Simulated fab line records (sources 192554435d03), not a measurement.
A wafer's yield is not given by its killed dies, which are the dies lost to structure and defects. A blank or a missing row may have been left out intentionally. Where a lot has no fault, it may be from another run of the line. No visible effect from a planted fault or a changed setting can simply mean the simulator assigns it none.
Chamber matching | flow n5-finfet | rie-diel-02 running N5_BEOL_M13_TRENCH_ETCH_34: 4 sister chambers
The step etches SiOC in C4F8/O2/Ar, target depth 413.47 nm, time 162.6 s. 14 wafers are shown with their chamber, then 7 later ones without.

== WAFERS WITH THEIR CHAMBER ==
wafer  | chamber | showerhead-plenum-p-Torr (Torr) | throttle-valve-pct (%) | oes-product-au (a.u.)
L074.2 | 2       | 3.38                            | 24.06                  | 0.73
L074.3 | 1       | 3.31                            | 24.19                  | 0.81
L074.5 | 0       | 3.55                            | 24.72                  | 0.69
L076.1 | 3       | 3.32                            | 23.92                  | 0.89
L076.3 | 1       | 3.30                            | 24.17                  | 0.81
L076.6 | 1       | 3.30                            | 24.19                  | 0.81
L078.1 | 2       | 3.38                            | 24.07                  | 0.72
L078.3 | 3       | 3.32                            | 23.90                  | 0.89
L078.5 | 0       | 3.55                            | 24.74                  | 0.68
L084.1 | 0       | 3.54                            | 24.76                  | 0.67
L084.5 | 2       | 3.37                            | 24.08                  | 0.71
L084.6 | 1       | 3.30                            | 24.20                  | 0.80
L086.1 | 1       | 3.29                            | 24.22                  | 0.79
L086.2 | 2       | 3.37                            | 24.09                  | 0.72

SIGNATURES, as means of the wafers listed above
reading                  | chamber 0 | chamber 1 | chamber 2 | chamber 3 | scatter within a chamber
showerhead-plenum-p-Torr | 3.5467    | 3.3000    | 3.3750    | 3.3200    | 0.00606
throttle-valve-pct       | 24.7400   | 24.1940   | 24.0750   | 23.9100   | 0.0168
oes-product-au           | 0.6800    | 0.8040    | 0.7200    | 0.8900    | 0.00849
Rule: for each reading, subtract the chamber's mean from the wafer's reading, divide by that reading's scatter and square the result; add these up over the readings and take the root, which gives the wafer's distance from the chamber. If the next closest chamber is less than 2 further off than the closest, the wafer can't be placed; otherwise it belongs to the closest. The scatter: the root of (the sum of the squares of (reading less its chamber's mean) over the shown wafers, divided by (wafers less chambers)).

== WAFERS MISSING THEIR CHAMBER ==
wafer  | showerhead-plenum-p-Torr (Torr) | throttle-valve-pct (%) | oes-product-au (a.u.)
L086.4 | 3.54                            | 24.76                  | 0.67
L089.1 | 3.36                            | 24.10                  | 0.72
L089.3 | 3.31                            | 23.95                  | 0.85
L089.4 | 3.29                            | 24.21                  | 0.79
L087.1 | 3.31                            | 23.93                  | 0.85
L087.5 | 3.54                            | 24.76                  | 0.67
L087.6 | 3.31                            | 23.94                  | 0.85

== THE CHAMBER EACH PASSED THROUGH ==
wafer  | from the rows above | in truth
L086.4 | 0                   | 0
L089.1 | 2                   | 2
L089.3 | 3                   | 3
L089.4 | 1                   | 1
L087.1 | 3                   | 3
L087.5 | 0                   | 0
L087.6 | 3                   | 3
Placed correctly: 7 of 7. Left unplaced by these rows: 0. Wrongly placed: 0.
